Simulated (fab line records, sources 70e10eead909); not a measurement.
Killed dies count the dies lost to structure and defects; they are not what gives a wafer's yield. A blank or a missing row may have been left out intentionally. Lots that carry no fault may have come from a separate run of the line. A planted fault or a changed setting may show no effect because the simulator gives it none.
A lot that was struck, set against a sound lot :: flow nand harc :: 14 steps out of a route of 1302
Sound: the wafers L814.1, L814.3, L814.4. The struck wafers were L822.2, L822.4, L822.5. The cause is named last.
At each step with rows: each side's tool, then ch and its chambers, then its first start. Under that, the readings that differ: sound wafers :: struck wafers :: difference of the means :: sigmas: that difference in standard deviations of wafers without a fault.
alike: readings whose means differ by less than 2 such deviations, and words and numbers that are the same on both sides. not compared: withheld readings, readings that some wafer has no value for, bounds like >300 that may hide the same value, and numbers for which the record gives no deviation and whose values overlap.
The two part at a step that has a row with sigmas, a row that says differs or no value, or rows on one side only. Non-overlapping numbers with no deviation appear without sigmas and do not part them. A reading that every wafer of one side lacks parts them only if that side has two wafers or more.

NHARC_THIN_TSV_GRIND_00:
  sound on grinder-01 ch 0, day 25 08:54; struck on grinder-01 ch 0, day 27 20:17
  alike: motor current A
NHARC_THIN_TSV_CMP_01: polishes.
  sound on cmp-04 ch 0,1,3, day 25 10:08; struck on cmp-01 ch 0,1,2, day 27 21:20
  alike: motor current A
NHARC_THIN_TSV_THK_MEAS_02: measures by ir.
  sound on film metro-01 at day 25 10:24; struck on film metro-02 at day 27 21:35
  alike: thk nm
then, 3 steps without rows for these wafers: NHARC_THIN_TSV_SRD_03; NHARC_THIN_TSV_PRECLEAN_41 (cleans in SC1); NHARC_THIN_TSV_SRD_42.
NHARC_THIN_TSV_DEP_43: deposits SiO2, target thk 1328.5 nm.
  sound on pecvd-01 ch 0,2, day 25 10:47; struck on pecvd-01 ch 0,1,2, day 27 21:50
  alike: chamber pressure Torr, throttle valve pct
then, 5 steps without rows for these wafers: NHARC_THIN_TSV_DEHYDRATE_04 (time 120 s); NHARC_THIN_TSV_HMDS_05 (time 30 s); NHARC_THIN_TSV_COAT_06; NHARC_THIN_TSV_SOFTBAKE_07 (time 95 s); NHARC_THIN_TSV_EBR_08.
NHARC_THIN_TSV_EXPOSE_09: exposes mask TSV.
  struck on krf scanner-02, day 27 22:31; sound on krf scanner-01 ch 0, day 25 11:20
  no value came back on the struck wafers for exposure dose mJ cm2, focus offset nm (nm), reticle temp C (C), stage vel mm s (mm/s); on the sound wafers exposure dose mJ cm2 reads 30.685 30.697 30.724
  alike: mask
then, 1 step without rows for these wafers: NHARC_THIN_TSV_PEB_10 (peb time 85 s).

## WHERE THEY PART
At NHARC_THIN_TSV_EXPOSE_09 and nowhere else, as far as this record goes.

WHY: what had been put in by the simulator
Whole step skipped at NHARC_THIN_TSV_EXPOSE_09 on krf scanner-02, starting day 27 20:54. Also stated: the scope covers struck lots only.
